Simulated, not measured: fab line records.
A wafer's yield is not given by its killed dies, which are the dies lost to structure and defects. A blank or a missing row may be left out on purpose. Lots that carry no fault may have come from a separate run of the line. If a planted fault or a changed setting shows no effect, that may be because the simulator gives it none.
Split-lot trial || flow n5-finfet || route with 1938 steps; 7 lots, 21 wafers read

THE SPLIT
At N5_BEOL_M1_PECVD_72 (deposits SiO2 from TEOS/O2, target thk 16 nm, time 18 s), the setting time-s was moved away from the recipe's 18 s on 5 of the 21 wafers read, by +7.7% to +10.9%. All remaining wafers had this setting at the recipe value.

The reading comes from the split's own step.

THE READING
SiO2_of_BEOL_M1_PECVD_72.thk-nm (the simulator's own value, which no gauge read), in nm, at N5_BEOL_M1_PECVD_72 (deposits SiO2 from TEOS/O2, target thk 16 nm, time 18 s). No usual value for it is given in the file. The 16 wafers here that ran the recipe average 16.0 nm, standard deviation 0.26 nm.

{"wafer": "L074.2", "tool, chamber at the split": "pecvd-01, 2", "time-s as run, s": 18, "against the recipe": "recipe", "SiO2_of_BEOL_M1_PECVD_72.thk-nm, nm": 16, "against lot-mates on the recipe": "-"}
{"wafer": "L074.3", "tool, chamber at the split": "pecvd-01, 0", "time-s as run, s": 19.64, "against the recipe": "+9.1%", "SiO2_of_BEOL_M1_PECVD_72.thk-nm, nm": 17.6, "against lot-mates on the recipe": "+1.6"}
{"wafer": "L074.5", "tool, chamber at the split": "pecvd-01, 2", "time-s as run, s": 19.64, "against the recipe": "+9.1%", "SiO2_of_BEOL_M1_PECVD_72.thk-nm, nm": 17.4, "against lot-mates on the recipe": "+1.4"}
{"wafer": "L082.2", "tool, chamber at the split": "pecvd-01, 0", "time-s as run, s": 19.97, "against the recipe": "+10.9%", "SiO2_of_BEOL_M1_PECVD_72.thk-nm, nm": 17.6, "against lot-mates on the recipe": "+1.6"}
{"wafer": "L082.4", "tool, chamber at the split": "pecvd-01, 1,2", "time-s as run, s": 18, "against the recipe": "recipe", "SiO2_of_BEOL_M1_PECVD_72.thk-nm, nm": 16, "against lot-mates on the recipe": "-"}
{"wafer": "L082.6", "tool, chamber at the split": "pecvd-01, 1,2", "time-s as run, s": 18, "against the recipe": "recipe", "SiO2_of_BEOL_M1_PECVD_72.thk-nm, nm": 16, "against lot-mates on the recipe": "-"}
{"wafer": "L083.2", "tool, chamber at the split": "pecvd-02, 2,1", "time-s as run, s": 18, "against the recipe": "recipe", "SiO2_of_BEOL_M1_PECVD_72.thk-nm, nm": 16, "against lot-mates on the recipe": "-"}
{"wafer": "L083.4", "tool, chamber at the split": "pecvd-02, 2,1", "time-s as run, s": 18, "against the recipe": "recipe", "SiO2_of_BEOL_M1_PECVD_72.thk-nm, nm": 16, "against lot-mates on the recipe": "-"}
{"wafer": "L083.6", "tool, chamber at the split": "pecvd-02, 0", "time-s as run, s": 18, "against the recipe": "recipe", "SiO2_of_BEOL_M1_PECVD_72.thk-nm, nm": 16.2, "against lot-mates on the recipe": "-"}
{"wafer": "L087.2", "tool, chamber at the split": "pecvd-02, 2", "time-s as run, s": 18, "against the recipe": "recipe", "SiO2_of_BEOL_M1_PECVD_72.thk-nm, nm": 16, "against lot-mates on the recipe": "-"}
{"wafer": "L087.6", "tool, chamber at the split": "pecvd-02, 2", "time-s as run, s": 18, "against the recipe": "recipe", "SiO2_of_BEOL_M1_PECVD_72.thk-nm, nm": 16, "against lot-mates on the recipe": "-"}
{"wafer": "L087.5", "tool, chamber at the split": "pecvd-02, 1", "time-s as run, s": 18, "against the recipe": "recipe", "SiO2_of_BEOL_M1_PECVD_72.thk-nm, nm": 16.2, "against lot-mates on the recipe": "-"}
{"wafer": "L089.3", "tool, chamber at the split": "pecvd-04, 1", "time-s as run, s": 18, "against the recipe": "recipe", "SiO2_of_BEOL_M1_PECVD_72.thk-nm, nm": 15.6, "against lot-mates on the recipe": "-"}
{"wafer": "L089.4", "tool, chamber at the split": "pecvd-04, 1", "time-s as run, s": 18, "against the recipe": "recipe", "SiO2_of_BEOL_M1_PECVD_72.thk-nm, nm": 15.8, "against lot-mates on the recipe": "-"}
{"wafer": "L089.5", "tool, chamber at the split": "pecvd-04, 0", "time-s as run, s": 18, "against the recipe": "recipe", "SiO2_of_BEOL_M1_PECVD_72.thk-nm, nm": 16.6, "against lot-mates on the recipe": "-"}
{"wafer": "L091.2", "tool, chamber at the split": "pecvd-01, 0,1", "time-s as run, s": 18, "against the recipe": "recipe", "SiO2_of_BEOL_M1_PECVD_72.thk-nm, nm": 15.8, "against lot-mates on the recipe": "-"}
{"wafer": "L091.4", "tool, chamber at the split": "pecvd-01, 0,1", "time-s as run, s": 18, "against the recipe": "recipe", "SiO2_of_BEOL_M1_PECVD_72.thk-nm, nm": 15.8, "against lot-mates on the recipe": "-"}
{"wafer": "L091.3", "tool, chamber at the split": "pecvd-01, 2", "time-s as run, s": 18, "against the recipe": "recipe", "SiO2_of_BEOL_M1_PECVD_72.thk-nm, nm": 15.4, "against lot-mates on the recipe": "-"}
{"wafer": "L095.1", "tool, chamber at the split": "pecvd-04, 2", "time-s as run, s": 19.38, "against the recipe": "+7.7%", "SiO2_of_BEOL_M1_PECVD_72.thk-nm, nm": 17, "against lot-mates on the recipe": "+0.8"}
{"wafer": "L095.5", "tool, chamber at the split": "pecvd-04, 2", "time-s as run, s": 19.38, "against the recipe": "+7.7%", "SiO2_of_BEOL_M1_PECVD_72.thk-nm, nm": 17, "against lot-mates on the recipe": "+0.8"}
{"wafer": "L095.6", "tool, chamber at the split": "pecvd-04, 0", "time-s as run, s": 18, "against the recipe": "recipe", "SiO2_of_BEOL_M1_PECVD_72.thk-nm, nm": 16.2, "against lot-mates on the recipe": "-"}
If several chambers appear in one row, that row covers several wafers at once and the file leaves open which wafer was in which chamber.

THE FIT
A straight line over all 21 wafers: SiO2_of_BEOL_M1_PECVD_72.thk-nm changes by +0.152 nm for each +1% of time-s; r = +0.92; the points scatter about the line by 0.25 nm.
The same after taking each lot's own level away (the mean of its wafers on the recipe; 21 wafers): +0.142 nm for each +1%; r = +0.93; scatter 0.23 nm.
The reading moves by 1.6 nm for the largest change in time-s, on that fit.
From 15.67 to 16.20 nm: that is the span of the lots' own levels, equal to 2.0 times the standard deviation above.
So the lot-to-lot level changes the slope little: the two slopes agree.
Check: with one of the wafers moved furthest among these (+10.9%) left out of the fit, the line predicts +1.53 nm for it against its lot-mates. It came out at +1.6 nm against them.

OTHER SPLITS APPLIED TO THESE WAFERS
These wafers also went through other splits before the reading. Each is held against what the fit with the lots' levels taken away leaves over:
{"other split on the same wafers": "N5_BEOL_M0_SAQP_COAT_08 spin-rpm", "wafers away from the commonest value": 8, "r with SiO2_of_BEOL_M1_PECVD_72.thk-nm (lot level and that fit taken away)": -0.24}
{"other split on the same wafers": "N5_BEOL_M0_CUTY_COAT_50 spin-rpm", "wafers away from the commonest value": 8, "r with SiO2_of_BEOL_M1_PECVD_72.thk-nm (lot level and that fit taken away)": -0.14}
{"other split on the same wafers": "N5_BEOL_M0_CUTY_DESCUM_61 time-s", "wafers away from the commonest value": 8, "r with SiO2_of_BEOL_M1_PECVD_72.thk-nm (lot level and that fit taken away)": -0.05}
{"other split on the same wafers": "N5_BEOL_M1_ILD_DEP_00 time-s", "wafers away from the commonest value": 11, "r with SiO2_of_BEOL_M1_PECVD_72.thk-nm (lot level and that fit taken away)": -0.16}

THE FILE'S OWN FIT
SiO2_of_BEOL_M1_PECVD_72.thk-nm changes by +0.143 nm for each +1% of time-s, r = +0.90.
